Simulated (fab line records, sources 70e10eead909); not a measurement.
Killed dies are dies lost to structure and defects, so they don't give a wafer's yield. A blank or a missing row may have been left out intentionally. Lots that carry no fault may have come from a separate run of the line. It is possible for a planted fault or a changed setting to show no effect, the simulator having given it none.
Which tool was responsible? / flow nand harc / Sampling: 24 lots, 72 wafers, 3 of 1159 route steps

== WHAT THE GAUGES SHOWED, per wafer ==
NHARC_A_WL_FILL_INSPECT_15. Usual: raw defect count at 364, with a standard deviation of 110.
lot=L074; measured=day 16 05:35; on=defect inspect-01; raw defect count=393 486 316; flag=
lot=L076; measured=day 16 09:58; on=defect inspect-01; raw defect count=365 300 374; flag=
lot=L075; measured=day 16 06:06; on=defect inspect-02; raw defect count=418 574 380; flag=
lot=L078; measured=day 16 23:15; on=defect inspect-01; raw defect count=760 310 362; flag=
lot=L079; measured=day 16 20:45; on=defect inspect-02; raw defect count=368 426 273; flag=
lot=L077; measured=day 17 05:08; on=defect inspect-02; raw defect count=362 354 471; flag=
lot=L080; measured=day 17 10:32; on=defect inspect-02; raw defect count=244 320 288; flag=
lot=L082; measured=day 17 14:07; on=defect inspect-02; raw defect count=542 603 435; flag=
lot=L081; measured=day 17 21:39; on=defect inspect-02; raw defect count=370 598 291; flag=
lot=L083; measured=day 18 12:04; on=defect inspect-02; raw defect count=376 381 326; flag=
lot=L084; measured=day 18 14:10; on=defect inspect-01; raw defect count=346 409 270; flag=
lot=L087; measured=day 19 03:41; on=defect inspect-02; raw defect count=634 322 294; flag=
lot=L085; measured=day 18 23:22; on=defect inspect-01; raw defect count=526 272 220; flag=
lot=L088; measured=day 19 02:20; on=defect inspect-02; raw defect count=282 525 352; flag=
lot=L086; measured=day 19 10:14; on=defect inspect-01; raw defect count=183 336 311; flag=
lot=L089; measured=day 19 16:08; on=defect inspect-01; raw defect count=292 300 251; flag=
lot=L090; measured=day 20 02:17; on=defect inspect-01; raw defect count=324 285 282; flag=
lot=L091; measured=day 20 03:25; on=defect inspect-01; raw defect count=373 357 453; flag=
lot=L093; measured=day 20 11:50; on=defect inspect-02; raw defect count=229 305 321; flag=
lot=L094; measured=day 20 08:49; on=defect inspect-02; raw defect count=522 456 581; flag=
lot=L092; measured=day 20 23:02; on=defect inspect-01; raw defect count=372 300 515; flag=
lot=L095; measured=day 21 11:23; on=defect inspect-02; raw defect count=360 321 226; flag=
lot=L096; measured=day 22 01:02; on=defect inspect-02; raw defect count=574 650 614; flag=
lot=L097; measured=day 22 00:05; on=defect inspect-02; raw defect count=465 346 250; flag=

NHARC_A_CONTACT_OVL_MEAS_43. Usual: overlay x nm 0.1 nm, standard deviation 0.82; overlay y nm 0.2 nm, standard deviation 0.87.
lot=L074; measured=day 16 12:02; on=overlay-02; overlay x nm (nm)=-0.3 -0.5 -0.3; overlay y nm (nm)=1.1 0.5 0.7; flag=
lot=L076; measured=day 16 14:58; on=overlay-02; overlay x nm (nm)=-1.2 -0.7 -1.3; overlay y nm (nm)=0.4 0.8 0.0; flag=
lot=L075; measured=day 16 12:19; on=overlay-02; overlay x nm (nm)=0.1 0.0 -0.4; overlay y nm (nm)=1.1 1.8 1.5; flag=
lot=L078; measured=day 17 03:03; on=overlay-02; overlay x nm (nm)=-0.1 0.5 0.3; overlay y nm (nm)=-1.6 -0.9 -1.1; flag=
lot=L079; measured=day 17 00:37; on=overlay-02; overlay x nm (nm)=1.1 0.5 0.9; overlay y nm (nm)=1.4 1.1 1.3; flag=
lot=L077; measured=day 17 08:43; on=overlay-02; overlay x nm (nm)=0.0 0.2 1.0; overlay y nm (nm)=0.6 0.3 0.5; flag=
lot=L080; measured=day 17 16:10; on=overlay-02; overlay x nm (nm)=0.0 0.5 0.5; overlay y nm (nm)=-0.7 -0.6 -0.7; flag=
lot=L082; measured=day 17 18:22; on=overlay-02; overlay x nm (nm)=0.6 1.0 0.6; overlay y nm (nm)=1.2 0.2 0.4; flag=
lot=L081; measured=day 18 02:34; on=overlay-02; overlay x nm (nm)=0.1 0.3 0.4; overlay y nm (nm)=-0.2 0.0 0.3; flag=
lot=L083; measured=day 18 16:22; on=overlay-01; overlay x nm (nm)=0.1 0.2 0.5; overlay y nm (nm)=0.8 0.7 0.5; flag=
lot=L084; measured=day 18 18:32; on=overlay-01; overlay x nm (nm)=0.2 0.3 0.5; overlay y nm (nm)=-1.4 -1.8 -1.3; flag=
lot=L087; measured=day 19 08:14; on=overlay-02; overlay x nm (nm)=2.6 2.5 2.5; overlay y nm (nm)=0.0 0.3 -0.5; flag=
lot=L085; measured=day 19 02:57; on=overlay-02; overlay x nm (nm)=-0.3 -0.6 -0.6; overlay y nm (nm)=0.6 0.4 0.6; flag=
lot=L088; measured=day 19 06:01; on=overlay-02; overlay x nm (nm)=1.2 0.7 1.1; overlay y nm (nm)=1.3 0.7 0.7; flag=
lot=L086; measured=day 19 13:52; on=overlay-01; overlay x nm (nm)=-0.4 -0.9 -0.4; overlay y nm (nm)=0.3 0.5 0.4; flag=
lot=L089; measured=day 19 19:56; on=overlay-02; overlay x nm (nm)=-1.2 -1.0 -1.3; overlay y nm (nm)=0.7 0.8 0.7; flag=
lot=L090; measured=day 20 07:47; on=overlay-01; overlay x nm (nm)=-0.8 0.1 0.0; overlay y nm (nm)=-0.5 0.3 -0.2; flag=
lot=L091; measured=day 20 09:40; on=overlay-02; overlay x nm (nm)=-1.6 -0.8 -1.7; overlay y nm (nm)=1.7 1.9 1.9; flag=
lot=L093; measured=day 20 15:26; on=overlay-01; overlay x nm (nm)=-0.3 -0.1 0.2; overlay y nm (nm)=-0.7 -1.3 -0.6; flag=
lot=L094; measured=day 20 12:35; on=overlay-02; overlay x nm (nm)=1.1 0.9 1.3; overlay y nm (nm)=0.9 0.6 0.8; flag=
lot=L092; measured=day 21 09:21; on=overlay-01; overlay x nm (nm)=-0.6 -0.3 -0.6; overlay y nm (nm)=0.6 0.4 0.3; flag=
lot=L095; measured=day 21 15:19; on=overlay-02; overlay x nm (nm)=0.4 0.1 0.3; overlay y nm (nm)=0.4 -0.3 0.1; flag=
lot=L096; measured=day 22 04:49; on=overlay-01; overlay x nm (nm)=-0.3 -0.3 -0.8; overlay y nm (nm)=-0.5 -0.1 0.1; flag=
lot=L097; measured=day 22 04:16; on=overlay-01; overlay x nm (nm)=-0.3 0.0 -0.2; overlay y nm (nm)=0.2 -0.8 -0.6; flag=

== WHICH TOOL RAN EACH LOT (tool, then ch and the chambers of the sampled wafers, then the start) ==
lot=L074; NHARC_A_SLIT_ETCH_15=rie diel-01 ch 1,2,3, day 16 05:35 or earlier
lot=L076; NHARC_A_SLIT_ETCH_15=rie diel-03 ch 0,1,3, day 16 09:58 or earlier
lot=L075; NHARC_A_SLIT_ETCH_15=rie diel-02 ch 1,3, day 14 12:51
lot=L078; NHARC_A_SLIT_ETCH_15=rie diel-01 ch 0,1,2, day 16 23:15 or earlier
lot=L079; NHARC_A_SLIT_ETCH_15=rie diel-01 ch 0,1,3, day 16 20:45 or earlier
lot=L077; NHARC_A_SLIT_ETCH_15=rie diel-03 ch 1,2, day 17 05:08 or earlier
lot=L080; NHARC_A_SLIT_ETCH_15=rie diel-03 ch 0,2,3, day 17 10:32 or earlier
lot=L082; NHARC_A_SLIT_ETCH_15=rie diel-02 ch 1,2, day 17 14:07 or earlier
lot=L081; NHARC_A_SLIT_ETCH_15=rie diel-03 ch 0,1,3, day 17 21:39 or earlier
lot=L083; NHARC_A_SLIT_ETCH_15=rie diel-02 ch 2,3, day 18 12:04 or earlier
lot=L084; NHARC_A_SLIT_ETCH_15=rie diel-01 ch 0,1, day 18 14:10 or earlier
lot=L087; NHARC_A_SLIT_ETCH_15=rie diel-02 ch 1,2,3, day 19 03:41 or earlier
lot=L085; NHARC_A_SLIT_ETCH_15=rie diel-01 ch 1,2, day 18 23:22 or earlier
lot=L088; NHARC_A_SLIT_ETCH_15=rie diel-01 ch 0,2,3, day 19 02:20 or earlier
lot=L086; NHARC_A_SLIT_ETCH_15=rie diel-02 ch 0,1,3, day 19 10:14 or earlier
lot=L089; NHARC_A_SLIT_ETCH_15=rie diel-01 ch 0,2,3, day 19 16:08 or earlier
lot=L090; NHARC_A_SLIT_ETCH_15=rie diel-03 ch 0,2,3, day 20 02:17 or earlier
lot=L091; NHARC_A_SLIT_ETCH_15=rie diel-01 ch 0,1,2, day 20 03:25 or earlier
lot=L093; NHARC_A_SLIT_ETCH_15=rie diel-02 ch 0,2,3, day 20 11:50 or earlier
lot=L094; NHARC_A_SLIT_ETCH_15=rie diel-01 ch 0,1,2, day 20 08:49 or earlier
lot=L092; NHARC_A_SLIT_ETCH_15=rie diel-02 ch 0,2,3, day 20 23:02 or earlier
lot=L095; NHARC_A_SLIT_ETCH_15=rie diel-01 ch 2,3, day 21 11:23 or earlier
lot=L096; NHARC_A_SLIT_ETCH_15=rie diel-01 ch 2,3, day 22 01:02 or earlier
lot=L097; NHARC_A_SLIT_ETCH_15=rie diel-01 ch 1,3, day 22 00:05 or earlier
- NHARC_A_SLIT_ETCH_15: etches the open film in O2/COS, target depth 3200 nm, time 832 s.

== WHAT THE TOOLS THEMSELVES READ (means of the sampled wafers that have a number; where no wafer has one, the mark that the record gives instead) ==
NHARC_A_SLIT_ETCH_15. Usual: drypump motor current A 5.7 A, standard deviation 0.43; oes product au 1.002 a.u., standard deviation 0.012; rf vpp V 314.8 V, standard deviation 1.9; showerhead plenum p Torr 3.17 Torr, standard deviation 0.12; throttle valve pct 28.329 %, standard deviation 0.0081.
lot=L074; tool=rie diel-01; drypump motor current A (A)=5.8; oes product au (a.u.)=1.012; rf vpp V (V)=316.2; showerhead plenum p Torr (Torr)=3.25; throttle valve pct (%)=28.325; flag=
lot=L076; tool=rie diel-03; drypump motor current A (A)=5.6; oes product au (a.u.)=0.991; rf vpp V (V)=316.6; showerhead plenum p Torr (Torr)=3.26; throttle valve pct (%)=28.328; flag=
lot=L075; tool=rie diel-02; drypump motor current A (A)=5.7; oes product au (a.u.)=1.005; rf vpp V (V)=312.8; showerhead plenum p Torr (Torr)=3.07; throttle valve pct (%)=28.328; flag=
lot=L078; tool=rie diel-01; drypump motor current A (A)=5.8; oes product au (a.u.)=0.992; rf vpp V (V)=314.8; showerhead plenum p Torr (Torr)=3.15; throttle valve pct (%)=28.325; flag=
lot=L079; tool=rie diel-01; drypump motor current A (A)=6.0; oes product au (a.u.)=1.001; rf vpp V (V)=313.6; showerhead plenum p Torr (Torr)=3.11; throttle valve pct (%)=28.329; flag=
lot=L077; tool=rie diel-03; drypump motor current A (A)=5.7; oes product au (a.u.)=1.009; rf vpp V (V)=316.3; showerhead plenum p Torr (Torr)=3.27; throttle valve pct (%)=28.324; flag=
lot=L080; tool=rie diel-03; drypump motor current A (A)=5.7; oes product au (a.u.)=0.986; rf vpp V (V)=315.8; showerhead plenum p Torr (Torr)=3.21; throttle valve pct (%)=28.330; flag=
lot=L082; tool=rie diel-02; drypump motor current A (A)=5.8; oes product au (a.u.)=1.005; rf vpp V (V)=312.2; showerhead plenum p Torr (Torr)=3.03; throttle valve pct (%)=28.329; flag=
lot=L081; tool=rie diel-03; drypump motor current A (A)=5.6; oes product au (a.u.)=0.998; rf vpp V (V)=315.9; showerhead plenum p Torr (Torr)=3.26; throttle valve pct (%)=28.336; flag=
lot=L083; tool=rie diel-02; drypump motor current A (A)=5.4; oes product au (a.u.)=0.995; rf vpp V (V)=313.3; showerhead plenum p Torr (Torr)=3.03; throttle valve pct (%)=28.334; flag=
lot=L084; tool=rie diel-01; drypump motor current A (A)=6.2; oes product au (a.u.)=0.998; rf vpp V (V)=313.8; showerhead plenum p Torr (Torr)=3.08; throttle valve pct (%)=28.335; flag=
lot=L087; tool=rie diel-02; drypump motor current A (A)=5.5; oes product au (a.u.)=1.000; rf vpp V (V)=314.0; showerhead plenum p Torr (Torr)=3.05; throttle valve pct (%)=28.338; flag=
lot=L085; tool=rie diel-01; drypump motor current A (A)=5.5; oes product au (a.u.)=1.006; rf vpp V (V)=315.9; showerhead plenum p Torr (Torr)=3.27; throttle valve pct (%)=28.330; flag=
lot=L088; tool=rie diel-01; drypump motor current A (A)=5.7; oes product au (a.u.)=1.001; rf vpp V (V)=314.8; showerhead plenum p Torr (Torr)=3.18; throttle valve pct (%)=28.339; flag=
lot=L086; tool=rie diel-02; drypump motor current A (A)=5.6; oes product au (a.u.)=1.002; rf vpp V (V)=314.4; showerhead plenum p Torr (Torr)=3.13; throttle valve pct (%)=28.323; flag=
lot=L089; tool=rie diel-01; drypump motor current A (A)=5.7; oes product au (a.u.)=1.008; rf vpp V (V)=314.1; showerhead plenum p Torr (Torr)=3.18; throttle valve pct (%)=28.338; flag=
lot=L090; tool=rie diel-03; drypump motor current A (A)=5.7; oes product au (a.u.)=0.991; rf vpp V (V)=315.6; showerhead plenum p Torr (Torr)=3.21; throttle valve pct (%)=28.332; flag=
lot=L091; tool=rie diel-01; drypump motor current A (A)=5.8; oes product au (a.u.)=1.008; rf vpp V (V)=314.8; showerhead plenum p Torr (Torr)=3.14; throttle valve pct (%)=28.335; flag=
lot=L093; tool=rie diel-02; drypump motor current A (A)=5.4; oes product au (a.u.)=1.004; rf vpp V (V)=314.5; showerhead plenum p Torr (Torr)=3.12; throttle valve pct (%)=28.318; flag=
lot=L094; tool=rie diel-01; drypump motor current A (A)=5.8; oes product au (a.u.)=1.004; rf vpp V (V)=314.5; showerhead plenum p Torr (Torr)=3.14; throttle valve pct (%)=28.328; flag=
lot=L092; tool=rie diel-02; drypump motor current A (A)=5.4; oes product au (a.u.)=1.000; rf vpp V (V)=313.8; showerhead plenum p Torr (Torr)=3.12; throttle valve pct (%)=28.324; flag=
lot=L095; tool=rie diel-01; drypump motor current A (A)=5.7; oes product au (a.u.)=1.005; rf vpp V (V)=316.6; showerhead plenum p Torr (Torr)=3.27; throttle valve pct (%)=28.333; flag=
lot=L096; tool=rie diel-01; drypump motor current A (A)=5.7; oes product au (a.u.)=1.012; rf vpp V (V)=316.0; showerhead plenum p Torr (Torr)=3.27; throttle valve pct (%)=28.320; flag=
lot=L097; tool=rie diel-01; drypump motor current A (A)=6.0; oes product au (a.u.)=1.015; rf vpp V (V)=315.3; showerhead plenum p Torr (Torr)=3.20; throttle valve pct (%)=28.331; flag=

== THE ANSWER, worked out from the rows above alone ==
Rule: take the mean of a lot's wafers that have a number; if it is more than 3 standard deviations from the usual mean, the lot is off. Also off: a lot with no number at a reading for which 4 or more lots have one. Any other lot the step has rows for is counted as sound. After the gauges, taken in route order, come the tools' own readings; for these a lot's mean is taken, as printed above. The first step at which some lot is off is used, and at that step the reading that is off furthest; a lot without a number counts as furthest.
None of the lots is off at any reading shown; this tells nothing.

== WHAT THE SIMULATOR HAD INSERTED ==
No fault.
